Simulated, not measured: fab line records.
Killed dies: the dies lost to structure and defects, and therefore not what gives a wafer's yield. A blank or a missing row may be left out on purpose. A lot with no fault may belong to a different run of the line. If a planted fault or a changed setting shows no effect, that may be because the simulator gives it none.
fab line records ; flow n5-finfet ; part 2 of 2: steps 5 to 6 of 6
[record] lots = 24; wafers = 72; last-day = 17
route steps=1938 shown MOL_CONTACT_COAG@606 BEOL_M0_SAQP@633 BEOL_M0@716
lots that met no fault: from a run of the same line without faults
start-h: the number of hours between the record's first day and the start of the first shown wafer of the lot ; wait-h: hours from the lot's prior step to this one ; " repeats the value in the row above ; L1.1+2: one row covering several wafers at once ; - no value, or no start was given ; * or withheld: withheld ; < > ~ a bound
route shown NAME@n: a module of which the file shows steps, and the number in the route of the first ; usual: mean/standard deviation of fault-free wafers ; same: alike in all rows ; chamber/n: place in a boat ; sites: each site's reading ; _std_site: how widely they spread, as a standard deviation ; _edge_site: outer sites' mean less inner sites' ; radius-mm: how far each site lies from the wafer's centre ; mask NAME#n: copy n ; behind: the tool/chamber that last shaped the wafer ; hold: cause of the lot's hold/its duration in hours/its outcome ; device: which transistor (n, p or np) failed to switch ; end of line: the tests these same wafers got at the end of their route ; a step with no rows: only its recipe ; killed: the dies lost at the first sort to structure and to defects; this is not the yield of the wafer ; map: dies across one wafer; x = killed, . = not, _ = none there
set.NAME: setting as actually run; set.NAME@STEP: the setting as run at that earlier step ; model.NAME: the simulator's own value behind a step, which no gauge read
the route's steps for a sample of lots (tables are steps, rows are wafers)
services: a tool's chamber out of use, with start hour (start-h, from the record's first day; less than 0 if before it), hours out, and reason
[[steps]]
[step N5_BEOL_M0_SAQP_STRIP_108]
[recipe] chemistry = N2/H2; power-w = 500; temp-c = 40; pressure-mtorr = 50; rf-frequency-hz = 6e+07; overash-fraction = 0.3; bias-power-w = 28; h2-frac = 0.5; n2-flow-sccm = 300; h2-flow-sccm = 300
[usual] drypump-motor-current-A = 5.6/0.5; oes-product-au = 0.76/0.098; rf-vpp-V = 121.7/0.93; showerhead-plenum-p-Torr = 3.32/0.11; throttle-valve-pct = 18.8/0.57
lot.wafer;tool;chamber;start-h;wait-h;drypump-motor-current-A;oes-product-au;rf-hours-counter-h;rf-vpp-V;showerhead-plenum-p-Torr;throttle-valve-pct
L074.4;rie-diel-04;2;113.89;0.0;6.3;0.71;197;122.8;3.34;19.6
L074.5;rie-diel-04;2;113.89;0.0;6.3;0.71;-;120.4;3.34;19.6
L074.6;rie-diel-04;3;113.89;0.0;6.1;0.79;-;120.2;3.25;18.7
L075.2;rie-diel-03;2;122.85;0.0;6.6;0.78;136;122.6;3.48;18.6
L075.3;rie-diel-03;1;122.85;0.0;4.9;0.90;24;121.9;3.57;19.4
L075.4;rie-diel-03;0;122.85;0.0;5.6;0.70;224;121.4;3.30;19.3
L076.1;rie-diel-05;3;127.45;0.0;5.0;0.69;233;121.7;3.30;18.5
L076.3;rie-diel-05;0;127.45;0.0;5.5;0.93;26;123.6;3.41;17.9
L076.4;rie-diel-05;3;127.45;0.0;5.0;0.69;-;120.7;3.30;18.5
L077.2;rie-diel-03;0;129.11;0.0;5.7;0.70;226;121.6;3.30;19.3
L077.4;rie-diel-03;3;129.11;0.0;5.4;0.69;240;121.8;3.31;19.5
L077.5;rie-diel-03;1;129.11;0.0;4.9;0.90;-;123.0;3.57;19.4
L078.1;rie-diel-04;1;140.33;0.0;5.0;0.73;156;121.9;3.21;19.1
L078.2;rie-diel-04;3;140.33;0.0;6.1;0.78;114;121.5;3.24;18.7
L078.4;rie-diel-04;0;140.33;0.0;5.1;0.72;196;120.5;3.20;18.8
L079.2;rie-diel-03;2;144.41;0.0;6.6;0.78;143;123.2;3.47;18.6
L079.3;rie-diel-03;0;144.41;0.0;5.7;0.69;231;121.7;3.30;19.3
L079.5;rie-diel-03;1;144.41;0.0;4.9;0.90;-;121.7;3.56;19.4
L080.1;rie-diel-05;3;151.23;0.0;5.0;0.68;241;121.5;3.30;18.5
L080.5;rie-diel-05;3;151.23;0.0;5.0;0.69;-;119.9;3.30;18.5
L080.6;rie-diel-05;2;151.23;0.0;5.7;0.67;-;121.8;3.44;18.2
L081.2;rie-diel-04;2;154.72;0.0;6.3;0.71;211;122.1;3.33;19.6
L081.3;rie-diel-04;0;154.72;0.0;5.1;0.71;200;121.3;3.19;18.8
L081.5;rie-diel-04;2;154.72;0.0;6.3;0.70;-;122.2;3.33;19.6
L082.1;rie-diel-04;3;164.84;0.0;6.1;0.78;121;122.3;3.24;18.7
L082.4;rie-diel-04;1;164.84;0.0;5.0;0.72;164;122.0;3.21;19.1
L082.6;rie-diel-04;0;164.84;0.0;5.1;0.71;-;121.2;3.19;18.8
L083.1;rie-diel-05;0;170.45;0.0;5.5;0.90;39;121.8;3.40;17.9
L083.2;rie-diel-05;1;170.45;0.0;5.8;0.70;234;120.9;3.20;19.5
L083.5;rie-diel-05;1;170.45;0.0;5.8;0.70;-;120.8;3.20;19.5
L084.1;rie-diel-04;3;177.71;0.0;6.1;0.78;125;121.6;3.24;18.7
L084.2;rie-diel-04;1;177.71;0.0;5.0;0.72;167;122.1;3.21;19.1
L084.4;rie-diel-04;2;177.71;0.0;6.3;0.71;217;121.2;3.33;19.6
L085.2;rie-diel-04;0;181.69;0.0;5.1;0.69;210;119.8;3.19;18.8
L085.5;rie-diel-04;1;181.69;0.0;5.0;0.72;-;120.3;3.21;19.1
L085.6;rie-diel-04;2;181.69;0.0;6.3;0.70;-;120.7;3.33;19.6
L086.1;rie-diel-05;1;186.98;0.0;5.8;0.69;241;120.7;3.20;19.5
L086.3;rie-diel-05;0;186.98;0.0;5.5;0.89;47;122.1;3.39;17.9
L086.4;rie-diel-05;2;186.98;0.0;5.6;0.66;-;121.8;3.43;18.3
L087.3;rie-diel-05;0;190.65;0.0;5.5;0.89;47;121.6;3.39;17.9
L087.4;rie-diel-05;2;190.65;0.0;5.7;0.65;-;121.0;3.43;18.3
L087.6;rie-diel-05;1;190.65;0.0;5.8;0.68;-;121.1;3.20;19.5
L088.3;rie-diel-03;2;195.77;0.0;6.6;0.77;161;121.2;3.46;18.6
L088.5;rie-diel-03;1;195.77;0.0;4.9;0.86;-;123.9;3.55;19.4
L088.6;rie-diel-03;3;195.77;0.0;5.5;0.97;-;121.2;3.30;19.0
L089.4;rie-diel-04;0;205.50;0.0;5.1;0.69;217;119.2;3.19;18.8
L089.5;rie-diel-04;0;205.50;0.0;5.1;0.69;-;121.8;3.19;18.8
L089.6;rie-diel-04;1;205.50;0.0;5.0;0.71;-;121.2;3.20;19.1
L090.3;rie-diel-04;1;207.96;0.0;5.0;0.70;175;121.4;3.20;19.1
L090.5;rie-diel-04;2;207.96;0.0;6.3;0.70;-;121.6;3.32;19.6
L090.6;rie-diel-04;3;207.96;0.0;6.1;0.76;-;120.1;3.23;18.8
L091.1;rie-diel-04;3;214.53;0.0;6.0;0.76;137;122.6;3.23;18.7
L091.4;rie-diel-04;0;214.53;0.0;5.1;0.69;219;122.1;3.18;18.8
L091.5;rie-diel-04;0;214.53;0.0;5.1;0.70;-;121.5;3.18;18.8
L092.1;rie-diel-05;0;220.60;0.0;5.5;0.87;59;121.3;3.39;17.9
L092.3;rie-diel-05;2;220.60;0.0;5.7;0.65;252;123.4;3.43;18.3
L092.6;rie-diel-05;0;220.60;0.0;5.5;0.88;-;121.6;3.39;17.9
L093.2;rie-diel-05;3;228.86;0.0;5.0;0.95;8;122.3;3.29;18.1
L093.4;rie-diel-05;0;228.86;0.0;5.6;0.87;-;123.5;3.39;18.0
L093.6;rie-diel-05;2;228.86;0.0;5.7;0.65;-;122.1;3.43;18.3
L094.1;rie-diel-05;2;229.78;0.0;5.7;0.66;256;123.5;3.43;18.3
L094.2;rie-diel-05;0;229.78;0.0;5.6;0.87;62;122.8;3.38;17.9
L094.6;rie-diel-05;0;229.78;0.0;5.5;0.86;-;121.5;3.38;18.0
L095.1;rie-diel-04;0;235.10;0.0;5.1;0.69;226;121.1;3.18;18.8
L095.5;rie-diel-04;2;235.10;0.0;6.3;0.69;-;121.9;3.32;19.6
L095.6;rie-diel-04;1;235.10;0.0;5.0;0.70;-;121.3;3.20;19.1
L096.1;rie-diel-05;3;241.97;0.0;5.0;0.94;12;122.2;3.29;18.1
L096.2;rie-diel-05;0;241.97;0.0;5.5;0.86;66;122.0;3.38;18.0
L096.6;rie-diel-05;3;241.97;0.0;5.0;0.94;-;121.1;3.29;18.1
L097.1;rie-diel-05;0;245.83;0.0;5.5;0.85;68;121.2;3.38;17.9
L097.3;rie-diel-05;1;245.83;0.0;5.8;0.99;1;123.8;3.60;19.2
L097.5;rie-diel-05;0;245.83;0.0;5.5;0.85;-;121.9;3.38;17.9
[step N5_BEOL_M0_HM_OPEN_105]
[recipe] chemistry = Cl2/BCl3; target-depth-a = 120; target = TiN; ion-energy-ev = 150; pressure-mtorr = 10; icp-w = 1000; bias-w = 126; Cl2_flow_sccm = 53.25; bcl3-flow-sccm = 21.75; Ar_flow_sccm = 25
[usual] drypump-motor-current-A = 5.64/0.16; oes_ar_750_au = 0.71/0.11; oes-product-au = 0.71/0.11; throttle-valve-pct = 22.14/0.2
lot.wafer;tool;chamber;start-h;wait-h;drypump-motor-current-A;oes_ar_750_au;oes-product-au;rf-hours-counter-h;throttle-valve-pct
L074.4;rie-metal-02;0;118.60;0.8;5.87;0.90;0.91;-;22.08
L074.5;rie-metal-02;1;118.60;0.8;5.64;0.64;0.63;-;22.36
L074.6;rie-metal-02;0;118.60;0.8;5.85;0.90;0.92;-;22.06
L075.2;rie-metal-02;1;127.68;0.1;5.64;0.64;0.63;109;22.34
L075.3;rie-metal-02;1;127.68;0.1;5.62;0.64;0.64;-;22.34
L075.4;rie-metal-02;0;127.68;0.1;5.88;0.91;0.91;-;22.07
L076.1;rie-metal-01;0;132.13;0.1;5.35;0.85;0.85;26;21.79
L076.3;rie-metal-01;1;132.13;0.1;5.68;0.71;0.71;-;21.83
L076.4;rie-metal-01;0;132.13;0.1;5.31;0.85;0.85;-;21.81
L077.2;rie-metal-03;1;136.34;2.2;5.60;0.63;0.62;113;22.08
L077.4;rie-metal-03;1;136.34;2.2;5.61;0.62;0.63;-;22.07
L077.5;rie-metal-03;0;136.34;2.2;5.50;0.62;0.62;-;22.28
L078.1;rie-metal-03;0;144.34;0.1;5.55;0.62;0.62;112;22.29
L078.2;rie-metal-03;1;144.34;0.1;5.61;0.62;0.63;113;22.09
L078.4;rie-metal-03;0;144.34;0.1;5.54;0.62;0.62;-;22.29
L079.2;rie-metal-01;0;147.46;0.2;5.33;0.84;0.83;28;21.83
L079.3;rie-metal-01;1;147.46;0.2;5.67;0.71;0.70;-;21.83
L079.5;rie-metal-01;0;147.46;0.2;5.31;0.84;0.84;-;21.80
L080.1;rie-metal-01;1;155.23;0.2;5.66;0.71;0.70;71;21.83
L080.5;rie-metal-01;1;155.23;0.2;5.61;0.70;0.70;-;21.84
L080.6;rie-metal-01;0;155.23;0.2;5.34;0.84;0.84;-;21.81
L081.2;rie-metal-03;1;160.52;2.5;5.62;0.62;0.61;115;22.10
L081.3;rie-metal-03;1;160.52;2.5;5.61;0.62;0.61;-;22.10
L081.5;rie-metal-03;0;160.52;2.5;5.52;0.62;0.61;-;22.28
L082.1;rie-metal-01;0;172.50;2.8;5.35;0.84;0.83;31;21.81
L082.4;rie-metal-01;0;172.50;2.8;5.31;0.84;0.83;-;21.83
L082.6;rie-metal-01;1;172.50;2.8;5.66;0.70;0.71;-;21.84
L083.1;rie-metal-02;0;173.70;0.1;5.87;0.87;0.88;10;22.08
L083.2;rie-metal-02;1;173.70;0.1;5.66;0.63;0.62;114;22.35
L083.5;rie-metal-02;1;173.70;0.1;5.64;0.63;0.62;-;22.36
L084.1;rie-metal-02;0;183.80;0.9;5.87;0.86;0.87;11;22.11
L084.2;rie-metal-02;1;183.80;0.9;5.65;0.63;0.62;115;22.37
L084.4;rie-metal-02;1;183.80;0.9;5.65;0.63;0.62;-;22.37
L085.2;rie-metal-03;0;188.21;0.4;5.53;0.61;0.61;115;22.30
L085.5;rie-metal-03;0;188.21;0.4;5.51;0.61;0.62;-;22.31
L085.6;rie-metal-03;1;188.21;0.4;5.61;0.61;0.61;-;22.09
L086.1;rie-metal-03;1;192.28;0.3;5.61;0.62;0.61;118;22.09
L086.3;rie-metal-03;0;192.28;0.3;5.52;0.62;0.62;-;22.30
L086.4;rie-metal-03;1;192.28;0.3;5.59;0.62;0.61;-;22.09
L087.3;rie-metal-02;1;194.84;0.1;5.62;0.63;0.63;-;22.35
L087.4;rie-metal-02;0;194.84;0.1;5.85;0.85;0.87;-;22.08
L087.6;rie-metal-02;1;194.84;0.1;5.64;0.63;0.62;-;22.35
L088.3;rie-metal-02;1;204.12;4.9;5.64;0.63;0.62;-;22.37
L088.5;rie-metal-02;0;204.12;4.9;5.88;0.85;0.86;-;22.10
L088.6;rie-metal-02;1;204.12;4.9;5.66;0.63;0.62;-;22.38
L089.4;rie-metal-01;0;211.04;2.2;5.33;0.82;0.81;-;21.85
L089.5;rie-metal-01;0;211.04;2.2;5.29;0.82;0.82;-;21.83
L089.6;rie-metal-01;1;211.04;2.2;5.65;0.69;0.69;-;21.84
L090.3;rie-metal-02;1;212.05;0.9;5.62;0.63;0.62;-;22.36
L090.5;rie-metal-02;1;212.05;0.9;5.65;0.63;0.61;-;22.36
L090.6;rie-metal-02;0;212.05;0.9;5.86;0.85;0.86;-;22.11
L091.1;rie-metal-02;0;219.25;1.1;5.85;0.85;0.85;13;22.10
L091.4;rie-metal-02;1;219.25;1.1;5.66;0.63;0.62;-;22.37
L091.5;rie-metal-02;0;219.25;1.1;5.87;0.85;0.86;-;22.11
L092.1;rie-metal-03;1;224.82;1.1;5.60;0.61;0.60;121;22.11
L092.3;rie-metal-03;0;224.82;1.1;5.50;0.61;0.61;-;22.31
L092.6;rie-metal-03;1;224.82;1.1;5.61;0.61;0.61;-;22.12
L093.2;rie-metal-03;0;232.06;0.2;5.53;0.61;0.61;119;22.32
L093.4;rie-metal-03;1;232.06;0.2;5.61;0.61;0.61;-;22.10
L093.6;rie-metal-03;0;232.06;0.2;5.52;0.61;0.61;-;22.31
L094.1;rie-metal-02;1;235.76;3.1;5.64;0.62;0.61;119;22.37
L094.2;rie-metal-02;0;235.76;3.1;5.87;0.84;0.86;15;22.11
L094.6;rie-metal-02;1;235.76;3.1;5.64;0.63;0.61;-;22.39
L095.1;rie-metal-02;1;238.96;0.8;5.66;0.63;0.61;119;22.39
L095.5;rie-metal-02;1;238.96;0.8;5.63;0.63;0.61;-;22.40
L095.6;rie-metal-02;0;238.96;0.8;5.87;0.84;0.85;-;22.11
L096.1;rie-metal-02;1;247.16;2.0;5.65;0.62;0.61;120;22.38
L096.2;rie-metal-02;0;247.16;2.0;5.86;0.83;0.84;16;22.13
L096.6;rie-metal-02;1;247.16;2.0;5.65;0.63;0.61;-;22.39
L097.1;rie-metal-02;1;249.70;0.5;5.63;0.62;0.61;120;22.37
L097.3;rie-metal-02;1;249.70;0.5;5.66;0.63;0.61;-;22.37
L097.5;rie-metal-02;0;249.70;0.5;5.85;0.84;0.84;-;22.11
[[services]]
tool;chamber;start-h;hours;kind
rie-diel-06;2;83.58;4.7;repair
rie-diel-02;2;92.12;3.4;repair
pecvd-02;2;96.05;17.3;repair
rie-metal-02;1;99.28;7.9;repair
rie-diel-06;-;104.51;28.1;pm
pecvd-04;-;109.34;1.7;repair
pecvd-02;-;123.70;1.1;repair
pecvd-01;-;123.82;1.4;repair
pecvd-04;-;131.26;6.0;pm
pecvd-02;2;135.92;18.3;repair
rie-diel-02;0;145.20;4.2;repair
rie-metal-03;0;161.49;16.5;repair
rie-diel-05;3;180.01;-;clean
rie-diel-05;3;180.01;-;consumable-replace:focus-ring
rie-diel-04;1;183.48;4.8;repair
rie-diel-05;1;212.43;-;clean
rie-diel-05;1;212.43;-;consumable-replace:focus-ring
rie-diel-05;1;212.43;-;consumable-replace:showerhead
rie-diel-05;1;212.43;30.8;scheduled-down
rie-diel-05;1;212.43;30.8;vent-cycle
pecvd-01;2;217.11;6.5;repair
rie-diel-06;3;219.51;1.4;repair
rie-diel-05;2;243.42;-;clean
rie-diel-05;2;243.42;-;consumable-replace:focus-ring
